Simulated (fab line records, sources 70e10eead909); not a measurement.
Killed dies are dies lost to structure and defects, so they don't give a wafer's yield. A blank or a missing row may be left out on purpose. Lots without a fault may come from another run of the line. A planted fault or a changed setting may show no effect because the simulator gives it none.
Chamber matching | flow nand_harc | NHARC_P_M1_CMP_23 on cmp-03: 3 sister chambers
The step polishes, t overpolish 20 s, target thk 157.82 nm. 14 wafers are shown with their chamber, then 5 later ones without.

WAFERS WITH THEIR CHAMBER
wafer  | chamber | motor_current_A (A) | time_to_endpoint_s (s)
L698.1 | 3       | 12.8                | 30.3
L698.5 | 2       | 12.6                | 33.4
L698.6 | 3       | 12.9                | 29.2
L701.1 | 2       | 12.4                | 31.7
L701.5 | 1       | 12.9                | 33.6
L701.6 | 2       | 12.4                | 32.6
L704.2 | 2       | 12.6                | 30.2
L704.5 | 3       | 14.2                | 28.4
L704.6 | 2       | 12.5                | 28.2
L708.3 | 1       | 12.4                | 30.5
L708.4 | 3       | 12.8                | 29.8
L708.6 | 3       | 13.0                | 28.4
L714.4 | 1       | 12.6                | 31.1
L714.6 | 1       | 12.8                | 32.6

SIGNATURES (means of the wafers above)
reading            | chamber 1 | chamber 2 | chamber 3 | scatter within a chamber
motor_current_A    | 12.675    | 12.500    | 13.140    | 0.384
time_to_endpoint_s | 31.950    | 31.220    | 29.220    | 1.53
Rule: a wafer's distance from a chamber is the root of the sum, over the readings, of the square of ((its reading less the chamber's mean) divided by the reading's scatter). The wafer belongs to the nearest chamber; if the next one is less than 2 further off, it can't be placed. The scatter: the root of (the sum of the squares of (reading less its chamber's mean) over the shown wafers, divided by (wafers less chambers)).

WAFERS WITHOUT THEIR CHAMBER
wafer  | motor_current_A (A) | time_to_endpoint_s (s)
L715.2 | 13.9                | 30.7
L715.4 | 13.4                | 32.0
L715.6 | 12.5                | 32.7
L718.4 | 13.3                | 30.4
L718.6 | 13.0                | 31.6

WHICH CHAMBER EACH WENT THROUGH
wafer  | from the rows above          | in truth
L715.2 | can't be placed: 3 or 1 or 2 | 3
L715.4 | can't be placed: 1 or 3 or 2 | 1
L715.6 | can't be placed: 1 or 2      | 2
L718.4 | can't be placed: 3 or 1 or 2 | 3
L718.6 | can't be placed: 1 or 2 or 3 | 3
Placed correctly: 0 of 5. Can't be placed from these rows: 5 (the true chamber is among the candidates in 5). Placed wrongly: 0.
